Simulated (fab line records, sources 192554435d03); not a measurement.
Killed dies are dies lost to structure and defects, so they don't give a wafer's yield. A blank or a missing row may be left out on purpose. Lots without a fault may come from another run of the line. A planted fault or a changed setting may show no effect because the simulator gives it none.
Chamber matching | flow n5_finfet | N5_MOL_CONTACT_COAG_ETCH_89 on rie_diel-05: 4 sister chambers
The step etches underlayer in N2/H2, target depth 13 nm, time 10.4 s. 8 wafers are shown with their chamber, then 10 later ones without.

WAFERS WITH THEIR CHAMBER
wafer  | chamber | showerhead_plenum_p_Torr (Torr) | throttle_valve_pct (%)
L075.2 | 2       | 2.56                            | 17.73
L076.6 | 1       | 2.62                            | 17.83
L079.2 | 2       | 2.56                            | 17.75
L082.1 | 3       | 2.66                            | 17.83
L082.3 | 0       | 2.46                            | 17.52
L082.6 | 1       | 2.61                            | 17.85
L087.3 | 0       | 2.46                            | 17.54
L087.4 | 3       | 2.66                            | 17.82

WAFERS WITHOUT THEIR CHAMBER
wafer  | showerhead_plenum_p_Torr (Torr) | throttle_valve_pct (%)
L087.6 | 2.55                            | 17.79
L089.1 | 2.61                            | 17.43
L089.2 | 2.54                            | 17.80
L089.4 | 2.66                            | 17.85
L094.1 | 2.65                            | 17.86
L094.5 | 2.54                            | 17.82
L094.6 | 2.60                            | 17.43
L095.2 | 2.45                            | 17.56
L095.4 | 2.54                            | 17.82
L095.6 | 2.45                            | 17.57

WHICH CHAMBER EACH WENT THROUGH
wafer  | from the rows above | in truth
L087.6 | 2                   | 2
L089.1 | 2                   | 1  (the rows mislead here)
L089.2 | 2                   | 2
L089.4 | 3                   | 3
L094.1 | 3                   | 3
L094.5 | 2                   | 2
L094.6 | 2                   | 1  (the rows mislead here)
L095.2 | 0                   | 0
L095.4 | 2                   | 2
L095.6 | 0                   | 0
Placed correctly: 8 of 10. Can't be placed from these rows: 0. Placed wrongly: 2.
How it was worked out, from the rows above alone: a wafer's distance from a chamber is the root of the sum, over the readings, of the square of ((its reading less the chamber's mean) divided by the reading's scatter). The wafer belongs to the nearest chamber; if the next one is less than 2 further off, it can't be placed. A chamber's mean is the mean of its shown wafers. The scatter: the root of (the sum of the squares of (reading less its chamber's mean) over the shown wafers, divided by (wafers less chambers)).
